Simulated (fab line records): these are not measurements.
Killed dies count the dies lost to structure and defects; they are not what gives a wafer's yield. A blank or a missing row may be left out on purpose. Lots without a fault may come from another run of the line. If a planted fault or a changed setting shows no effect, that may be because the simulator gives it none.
Chamber matching | flow n5 finfet | cmp-04 running N5_BEOL_M5_CMP_52: 4 sister chambers
The step polishes, stops on SiCOH lowk, t overpolish 6.9 s, target thk 62 nm. 8 wafers are shown with their chamber, then 8 later ones without.

## EACH WAFER AND ITS CHAMBER
wafer  | chamber | motor current A (A) | time to endpoint s (s)
L085.5 | 0       | 6.3                 | 60.9
L089.1 | 2       | 7.5                 | 64.2
L089.2 | 1       | 7.2                 | 62.6
L089.6 | 1       | 7.4                 | 58.4
L091.3 | 0       | 6.0                 | 61.5
L091.4 | 2       | 7.6                 | 67.1
L091.5 | 3       | 5.7                 | 67.6
L090.1 | 3       | 5.6                 | 65.7

## WAFERS WITH NO CHAMBER GIVEN
wafer  | motor current A (A) | time to endpoint s (s)
L090.4 | 7.5                 | 65.6
L090.5 | 6.1                 | 62.4
L092.1 | 5.7                 | 64.7
L092.2 | 7.4                 | 70.1
L092.5 | 5.7                 | 65.4
L095.1 | 7.2                 | 69.2
L095.4 | 5.9                 | 65.8
L095.6 | 5.8                 | 67.8

## WHICH CHAMBER EACH ONE RAN IN
wafer  | from the rows above     | in truth
L090.4 | 2                       | 2
L090.5 | 0                       | 0
L092.1 | 3                       | 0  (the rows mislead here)
L092.2 | 2                       | 2
L092.5 | 3                       | 3
L095.1 | can't be placed: 2 or 1 | 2
L095.4 | can't be placed: 3 or 0 | 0
L095.6 | 3                       | 3
Correctly placed: 5 of 8. Can't be placed from these rows: 2 (the true chamber is among the candidates in 2). Wrongly placed: 1.
How it was worked out, from the rows above alone: a wafer's distance from a chamber is the root of the sum, over the readings, of the square of ((its reading less the chamber's mean) divided by the reading's scatter). The wafer belongs to the nearest chamber; if the next one is less than 2 further off, it can't be placed. A chamber's mean is the mean of its shown wafers. The scatter is the square root of a quotient: the sum, over the shown wafers, of each reading's squared deviation from its chamber's mean, divided by wafers minus chambers.
